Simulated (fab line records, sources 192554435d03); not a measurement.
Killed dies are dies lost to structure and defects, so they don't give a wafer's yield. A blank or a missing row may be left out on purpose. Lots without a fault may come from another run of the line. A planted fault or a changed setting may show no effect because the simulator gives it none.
Chamber matching | flow n5_finfet | N5_ILD0_CMP_03 on cmp-04: 4 sister chambers
The step polishes, stops on SiNx, t overpolish 1.9 s, target thk 197.38 nm. 4 wafers are shown with their chamber, then 12 later ones without.

WAFERS WITH THEIR CHAMBER
wafer  | chamber | motor_current_A (A)
L088.5 | 1       | 14.4
L089.6 | 0       | 11.0
L090.3 | 2       | 13.4
L090.6 | 3       | 14.6

WAFERS WITHOUT THEIR CHAMBER
wafer  | motor_current_A (A)
L092.2 | 13.4
L092.4 | 13.9
L092.5 | 13.9
L093.1 | 14.9
L093.5 | 13.9
L093.6 | 13.9
L095.2 | 14.2
L095.4 | 13.2
L095.5 | 13.4
L097.3 | 13.6
L097.4 | 14.6
L097.6 | 14.2

WHICH CHAMBER EACH WENT THROUGH
wafer  | from the rows above          | in truth
L092.2 | 2                            | 2
L092.4 | can't be placed: 1 or 2 or 3 | 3
L092.5 | can't be placed: 1 or 2 or 3 | 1
L093.1 | can't be placed: 3 or 1      | 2
L093.5 | can't be placed: 1 or 2 or 3 | 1
L093.6 | can't be placed: 1 or 2 or 3 | 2
L095.2 | can't be placed: 1 or 3 or 2 | 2
L095.4 | 2                            | 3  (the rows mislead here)
L095.5 | 2                            | 2
L097.3 | can't be placed: 2 or 1      | 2
L097.4 | can't be placed: 3 or 1      | 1
L097.6 | can't be placed: 1 or 3 or 2 | 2
Placed correctly: 2 of 12. Can't be placed from these rows: 9 (the true chamber is among the candidates in 8). Placed wrongly: 1.
How it was worked out, from the rows above alone: a wafer's distance from a chamber is the root of the sum, over the readings, of the square of ((its reading less the chamber's mean) divided by the reading's scatter). The wafer belongs to the nearest chamber; if the next one is less than 2 further off, it can't be placed. A chamber's mean is the mean of its shown wafers. The scatter: with one shown wafer a chamber, the root of the mean of the squares of how far each hidden wafer lies from its nearest shown one.
